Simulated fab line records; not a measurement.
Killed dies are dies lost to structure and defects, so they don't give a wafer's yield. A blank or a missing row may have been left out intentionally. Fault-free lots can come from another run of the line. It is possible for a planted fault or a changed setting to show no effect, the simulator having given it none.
Chamber matching + flow nand_harc + 4 sister chambers for NHARC_A_WL_FILL_ALD_02 on ald_metal-03
The step deposits TiN, target thk 2 nm, pulse time 3 s, ald cycles 100. 4 wafers are shown with their chamber, then 8 later ones without.

== WAFERS PAIRED WITH THEIR CHAMBERS ==
| wafer  | chamber | heater_power_w (W) |
|--------|---------|--------------------|
| L086.3 | 2       | 1012               |
| L090.2 | 1       | 1209               |
| L090.5 | 3       | 971                |
| L091.2 | 0       | 1111               |

== WAFERS WHOSE CHAMBER IS MISSING ==
| wafer  | heater_power_w (W) |
|--------|--------------------|
| L091.4 | 990                |
| L091.6 | 1215               |
| L095.1 | 976                |
| L095.2 | 994                |
| L095.5 | 981                |
| L097.1 | 1209               |
| L097.4 | 1075               |
| L097.6 | 1002               |

== EACH ONE'S CHAMBER ==
| wafer  | from the rows above     | in truth |
|--------|-------------------------|----------|
| L091.4 | can't be placed: 3 or 2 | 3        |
| L091.6 | 1                       | 1        |
| L095.1 | can't be placed: 3 or 2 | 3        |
| L095.2 | can't be placed: 2 or 3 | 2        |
| L095.5 | can't be placed: 3 or 2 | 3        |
| L097.1 | 1                       | 1        |
| L097.4 | can't be placed: 0 or 2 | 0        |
| L097.6 | can't be placed: 2 or 3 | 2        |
Placed correctly: 2 of 8. From these rows, 6 cannot be placed; in 6 the true chamber is one of the candidates. 0 placed wrongly.
How it was worked out, from the rows above alone: a wafer's distance from a chamber is the root of the sum, over the readings, of the square of ((its reading less the chamber's mean) divided by the reading's scatter). If the next closest chamber is less than 2 further off than the closest, the wafer can't be placed; otherwise it belongs to the closest. Each chamber's mean is taken over the wafers shown for it. The scatter (one wafer shown for each chamber): square how far every hidden wafer sits from the nearest shown wafer, average those squares and take the square root.
